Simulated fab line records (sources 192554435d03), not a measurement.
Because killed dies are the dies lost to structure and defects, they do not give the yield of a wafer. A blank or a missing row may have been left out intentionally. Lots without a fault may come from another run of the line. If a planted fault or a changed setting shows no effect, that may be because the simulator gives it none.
3 desks looking at one fault | flow n5_finfet | each desk has only its own numbers; what lay behind them comes last

== THE TOOL OWNER'S DESK: litho_track-03 ==
The tool's own readings at N5_GATE_CUT_COAT_07 (resist thk 30 nm): means of the sampled wafers that have a number, for each lot that ran on this tool. A lot is out of limits, marked OUT, if its mean lies more than 4 standard deviations from the usual mean; the brackets give that distance.
Columns: A = chill_plate_temp_C at N5_GATE_CUT_COAT_07, usual 22.96 C; B = spin_speed_rpm at N5_GATE_CUT_COAT_07, usual 1500.1 rpm
lot  | first seen here | A     | B
L909 | day 6 22:28     | 23.02 | 1540.3 (+34) OUT
L910 | day 7 05:54     | 22.89 | 1540.7 (+34) OUT
L923 | day 10 10:57    | 23.04 | 1500.6
This desk's verdict: out of limits on L909, L910, starting with L909 at day 6 22:28 (spin_speed_rpm at N5_GATE_CUT_COAT_07). In limits: L923.

== THE METROLOGY DESK ==
What the gauges read, lot by lot, whatever tool the lot ran on: means of the sampled wafers that have a number. A lot is out of limits, marked OUT, if its mean lies more than 4 standard deviations from the usual mean; the brackets give that distance. Readings shown: 7 of its 12, picked as those furthest out on some lot.
Columns: A = GATE_CUT_OVL at N5_GATE_CUT_OVL_MEAS_14, usual -0.4 nm; B = DIBL_N at N5_BEOL_M4_RC_MEAS_101, usual 35.9 mV/V; C = DIBL_P at N5_BEOL_M4_RC_MEAS_101, usual 35.9 mV/V; D = IOFF_N at N5_BEOL_M4_RC_MEAS_101, usual 0.155 nA/um; E = ION_N at N5_BEOL_M4_RC_MEAS_101, usual 672 uA/um; F = SS_P at N5_BEOL_M4_RC_MEAS_101, usual 73.1 mV/dec; G = VT_P at N5_BEOL_M4_RC_MEAS_101, usual -251.6 mV
lot  | first seen here | A    | B    | C    | D     | E   | F    | G
L902 | day 5 02:11     | 0.7  | 35.6 | 35.2 | 0.146 | 668 | 73.0 | -247.3
L909 | day 6 22:51     | -0.1 | 33.7 | 32.2 | 0.123 | 665 | 71.9 | -253.7
L910 | day 7 06:17     | 0.1  | 36.0 | 36.3 | 0.147 | 667 | 72.8 | -251.1
L916 | day 8 11:58     | -0.5 | 38.8 | 36.9 | 0.170 | 677 | 73.6 | -252.5
L920 | day 9 12:49     | -1.2 | 38.2 | 38.1 | 0.185 | 687 | 73.6 | -250.5
L923 | day 10 11:20    | -0.5 | 35.3 | 34.4 | 0.140 | 669 | 73.0 | -251.0
This desk's finding: nothing out of limits on any of the 6 lots.

== THE DEFECT DESK ==
Lot by lot, what the route's inspections counted, given as the mean of those sampled wafers with a number. A lot is out of limits, marked OUT, if its mean lies more than 4 standard deviations from the usual mean; the brackets give that distance.
Columns: A = raw_defect_count at N5_GATE_CUT_INSPECT_15, usual 135
lot  | first seen here | A
L902 | day 5 02:17     | 121
L909 | day 6 22:56     | 113
L910 | day 7 06:23     | 179
L916 | day 8 12:03     | 163
L920 | day 9 12:54     | 175
L923 | day 10 11:25    | 114
This desk's finding: nothing out of limits on any of the 6 lots.

== BROUGHT TOGETHER ==
The tool owner's desk had the chance to raise an alarm at day 6 22:28 on L909, L910.
From the metrology desk's view, nothing was out of limits.
Nothing the defect desk looked at was out of limits.
The metrology desk has L909, L910 on record, within its limits.
The defect desk has L909, L910 on record, within its limits.
Every lot named ran N5_GATE_CUT_COAT_07 on litho_track-03.

== WHAT WAS PUT IN BY THE SIMULATOR ==
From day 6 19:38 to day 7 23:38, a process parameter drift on litho_track-03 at N5_GATE_CUT_COAT_07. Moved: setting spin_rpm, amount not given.
Lots struck among those shown: L909, L910.
Delay in hours, fault start to first out-of-limits reading, by desk: the tool owner's desk at 3.
